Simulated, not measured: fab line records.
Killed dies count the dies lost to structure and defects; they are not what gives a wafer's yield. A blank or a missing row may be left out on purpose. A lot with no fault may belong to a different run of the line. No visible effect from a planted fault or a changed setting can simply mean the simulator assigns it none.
Which of the tools did it? || flow nand harc || 33 wafers from 11 lots sampled at 3 of the route's 1159 steps

## WHAT THE GAUGES READ, wafer by wafer
NHARC_A_M1_CD_MEAS_16.
{"lot": "L892", "measured": "day 18 04:37", "on": "cd sem-01", "cd nm (nm)": "118.7 119.4 120.2"}
{"lot": "L894", "measured": "day 18 08:04", "on": "cd sem-02", "cd nm (nm)": "118.5 120.0 119.4"}
{"lot": "L898", "measured": "day 19 03:26", "on": "cd sem-01", "cd nm (nm)": "119.3 120.3 121.4"}
{"lot": "L895", "measured": "day 19 06:41", "on": "cd sem-01", "cd nm (nm)": "120.3 120.2 120.8"}
{"lot": "L900", "measured": "day 20 00:41", "on": "cd sem-01", "cd nm (nm)": "119.6 119.4 119.1"}
{"lot": "L903", "measured": "day 20 05:22", "on": "cd sem-01", "cd nm (nm)": "121.2 118.4 119.7"}
{"lot": "L904", "measured": "day 21 01:04", "on": "cd sem-03", "cd nm (nm)": "119.8 119.3 121.2"}
{"lot": "L906", "measured": "day 22 04:02", "on": "cd sem-03", "cd nm (nm)": "120.2 120.5 119.3"}
{"lot": "L908", "measured": "day 22 04:39", "on": "cd sem-01", "cd nm (nm)": "119.7 119.1 120.9"}
{"lot": "L912", "measured": "day 23 06:39", "on": "cd sem-01", "cd nm (nm)": "118.4 120.0 119.8"}
{"lot": "L913", "measured": "day 23 21:17", "on": "cd sem-02", "cd nm (nm)": "118.3 119.7 117.8"}

## EACH LOT AND THE TOOL THAT RAN IT (in order: tool; ch and the chambers of the sampled wafers; start)
{"lot": "L892", "NHARC_A_M1_ETCH_35": "rie diel-13 ch 0,1,3, day 18 04:23", "NHARC_A_M1_ETCH_15": "rie diel-13 ch 0,2,3, day 18 04:37 or earlier"}
{"lot": "L894", "NHARC_A_M1_ETCH_35": "rie diel-05 ch 0,1,2, day 18 07:51", "NHARC_A_M1_ETCH_15": "rie diel-05 ch 0,3, day 18 07:56"}
{"lot": "L898", "NHARC_A_M1_ETCH_35": "rie diel-13 ch 2,3, day 19 03:13", "NHARC_A_M1_ETCH_15": "rie diel-13 ch 0,1,3, day 19 03:20"}
{"lot": "L895", "NHARC_A_M1_ETCH_35": "rie diel-13 ch 1,3, day 19 06:28", "NHARC_A_M1_ETCH_15": "rie diel-13 ch 0,2,3, day 19 06:34"}
{"lot": "L900", "NHARC_A_M1_ETCH_35": "rie diel-05 ch 1,2,3, day 20 00:28", "NHARC_A_M1_ETCH_15": "rie diel-05 ch 1,2, day 20 00:41 or earlier"}
{"lot": "L903", "NHARC_A_M1_ETCH_35": "rie diel-05 ch 0,1, day 20 05:08", "NHARC_A_M1_ETCH_15": "rie diel-05 ch 1,2,3, day 20 05:22 or earlier"}
{"lot": "L904", "NHARC_A_M1_ETCH_35": "rie diel-05 ch 0,1,2, day 21 00:51", "NHARC_A_M1_ETCH_15": "rie diel-05 ch 1,2,3, day 21 01:04 or earlier"}
{"lot": "L906", "NHARC_A_M1_ETCH_35": "rie diel-13 ch 1,2,3, day 22 03:49", "NHARC_A_M1_ETCH_15": "rie diel-13 ch 0,2,3, day 22 04:02 or earlier"}
{"lot": "L908", "NHARC_A_M1_ETCH_35": "rie diel-13 ch 2,3, day 22 04:26", "NHARC_A_M1_ETCH_15": "rie diel-13 ch 0,1,2, day 22 04:39 or earlier"}
{"lot": "L912", "NHARC_A_M1_ETCH_35": "rie diel-08 ch 1,3, day 23 06:26", "NHARC_A_M1_ETCH_15": "rie diel-08 ch 1,2,3, day 23 06:39 or earlier"}
{"lot": "L913", "NHARC_A_M1_ETCH_35": "rie diel-05 ch 0,1,2, day 23 21:02", "NHARC_A_M1_ETCH_15": "rie diel-05 ch 0,1,2, day 23 21:17 or earlier"}
- NHARC_A_M1_ETCH_35: etches the open film in N2/H2, target depth 40 nm, overetch 12 nm, time 43.94 s.
- NHARC_A_M1_ETCH_15: etches the open film in C4F8/Ar, target depth 182.5 nm, time 91.2 s.

## THE ANSWER, worked out from the rows above alone
Rule: the usual values come from the lots themselves. The widest of any qualifying gaps counts: lots, ordered by their means at a reading, are off when they make up no more than a third of the lots, leave a main group of 4 or more, and stand apart from it by 3 or more times the standard deviation of that group's means. A main group whose means are all the same, to the digits that the tables above print for the reading, isn't used. A lot without any number at a reading at which 4 lots or more have one is off too. Where the step has rows for the other lots, those lots are counted as sound.
No lot is off on any of the readings shown, so nothing can be concluded from this.

## WHAT THE SIMULATOR HAD INSERTED
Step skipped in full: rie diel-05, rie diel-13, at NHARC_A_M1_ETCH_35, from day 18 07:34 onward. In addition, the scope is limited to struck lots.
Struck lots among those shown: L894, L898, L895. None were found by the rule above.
